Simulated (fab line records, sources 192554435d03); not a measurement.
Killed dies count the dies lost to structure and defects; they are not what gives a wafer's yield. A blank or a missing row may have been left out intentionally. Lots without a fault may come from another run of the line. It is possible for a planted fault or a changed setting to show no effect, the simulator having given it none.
Chamber matching / flow n5-finfet / N5_BEOL_M9_VIA_ETCH_34 on rie-diel-03 has 4 sister chambers
The step etches SiCOH lowk in C4F6/O2, target depth 182.4 nm, time 68.4 s. 18 wafers are shown with their chamber, then 9 later ones without.

WAFERS, EACH WITH ITS CHAMBER
wafer=L074.2; chamber=0; rf-vpp-V (V)=684; showerhead-plenum-p-Torr (Torr)=2.84; throttle-valve-pct (%)=21.04
wafer=L074.3; chamber=1; rf-vpp-V (V)=669; showerhead-plenum-p-Torr (Torr)=2.76; throttle-valve-pct (%)=20.66
wafer=L074.4; chamber=3; rf-vpp-V (V)=646; showerhead-plenum-p-Torr (Torr)=2.92; throttle-valve-pct (%)=20.90
wafer=L076.2; chamber=1; rf-vpp-V (V)=668; showerhead-plenum-p-Torr (Torr)=2.76; throttle-valve-pct (%)=20.67
wafer=L076.5; chamber=2; rf-vpp-V (V)=658; showerhead-plenum-p-Torr (Torr)=2.74; throttle-valve-pct (%)=20.92
wafer=L076.6; chamber=1; rf-vpp-V (V)=669; showerhead-plenum-p-Torr (Torr)=2.76; throttle-valve-pct (%)=20.67
wafer=L077.2; chamber=0; rf-vpp-V (V)=685; showerhead-plenum-p-Torr (Torr)=2.84; throttle-valve-pct (%)=21.06
wafer=L077.5; chamber=3; rf-vpp-V (V)=645; showerhead-plenum-p-Torr (Torr)=2.91; throttle-valve-pct (%)=20.91
wafer=L077.6; chamber=0; rf-vpp-V (V)=685; showerhead-plenum-p-Torr (Torr)=2.84; throttle-valve-pct (%)=21.05
wafer=L080.1; chamber=2; rf-vpp-V (V)=657; showerhead-plenum-p-Torr (Torr)=2.74; throttle-valve-pct (%)=20.93
wafer=L080.4; chamber=1; rf-vpp-V (V)=668; showerhead-plenum-p-Torr (Torr)=2.76; throttle-valve-pct (%)=20.67
wafer=L080.5; chamber=2; rf-vpp-V (V)=658; showerhead-plenum-p-Torr (Torr)=2.74; throttle-valve-pct (%)=20.93
wafer=L081.2; chamber=3; rf-vpp-V (V)=644; showerhead-plenum-p-Torr (Torr)=2.91; throttle-valve-pct (%)=20.91
wafer=L081.4; chamber=1; rf-vpp-V (V)=669; showerhead-plenum-p-Torr (Torr)=2.76; throttle-valve-pct (%)=20.68
wafer=L081.6; chamber=0; rf-vpp-V (V)=685; showerhead-plenum-p-Torr (Torr)=2.84; throttle-valve-pct (%)=21.06
wafer=L085.2; chamber=0; rf-vpp-V (V)=684; showerhead-plenum-p-Torr (Torr)=2.83; throttle-valve-pct (%)=21.07
wafer=L085.3; chamber=1; rf-vpp-V (V)=668; showerhead-plenum-p-Torr (Torr)=2.75; throttle-valve-pct (%)=20.72
wafer=L085.6; chamber=0; rf-vpp-V (V)=683; showerhead-plenum-p-Torr (Torr)=2.83; throttle-valve-pct (%)=21.07

SIGNATURES (means of the wafers above)
reading=rf-vpp-V; chamber 0=684.33; chamber 1=668.50; chamber 2=657.67; chamber 3=645.00; scatter within a chamber=0.732
reading=showerhead-plenum-p-Torr; chamber 0=2.8367; chamber 1=2.7583; chamber 2=2.7400; chamber 3=2.9133; scatter within a chamber=0.0045
reading=throttle-valve-pct; chamber 0=21.0583; chamber 1=20.6783; chamber 2=20.9267; chamber 3=20.9067; scatter within a chamber=0.0149
Rule: a wafer's distance from a chamber is the root of the sum, over the readings, of the square of ((its reading less the chamber's mean) divided by the reading's scatter). The wafer belongs to the nearest chamber; if the next one is less than 2 further off, it can't be placed. The scatter: take each reading less its chamber's mean, square it, sum over the shown wafers, divide by the number of wafers less the number of chambers, and take the root.

WAFERS MISSING THEIR CHAMBER
wafer=L088.1; rf-vpp-V (V)=658; showerhead-plenum-p-Torr (Torr)=2.73; throttle-valve-pct (%)=20.94
wafer=L088.2; rf-vpp-V (V)=667; showerhead-plenum-p-Torr (Torr)=2.75; throttle-valve-pct (%)=20.71
wafer=L088.4; rf-vpp-V (V)=643; showerhead-plenum-p-Torr (Torr)=2.91; throttle-valve-pct (%)=20.50
wafer=L090.1; rf-vpp-V (V)=670; showerhead-plenum-p-Torr (Torr)=2.75; throttle-valve-pct (%)=20.70
wafer=L090.4; rf-vpp-V (V)=685; showerhead-plenum-p-Torr (Torr)=2.83; throttle-valve-pct (%)=21.08
wafer=L090.6; rf-vpp-V (V)=644; showerhead-plenum-p-Torr (Torr)=2.91; throttle-valve-pct (%)=20.51
wafer=L089.1; rf-vpp-V (V)=669; showerhead-plenum-p-Torr (Torr)=2.75; throttle-valve-pct (%)=20.72
wafer=L089.4; rf-vpp-V (V)=644; showerhead-plenum-p-Torr (Torr)=2.91; throttle-valve-pct (%)=20.51
wafer=L089.6; rf-vpp-V (V)=658; showerhead-plenum-p-Torr (Torr)=2.73; throttle-valve-pct (%)=20.95

WHICH CHAMBER EACH ONE RAN IN
wafer=L088.1; from the rows above=2; in truth=2
wafer=L088.2; from the rows above=1; in truth=1
wafer=L088.4; from the rows above=3; in truth=3
wafer=L090.1; from the rows above=1; in truth=1
wafer=L090.4; from the rows above=0; in truth=0
wafer=L090.6; from the rows above=3; in truth=3
wafer=L089.1; from the rows above=1; in truth=1
wafer=L089.4; from the rows above=3; in truth=3
wafer=L089.6; from the rows above=2; in truth=2
Placed correctly: 9 of 9. Left unplaced by these rows: 0. 0 placed wrongly.
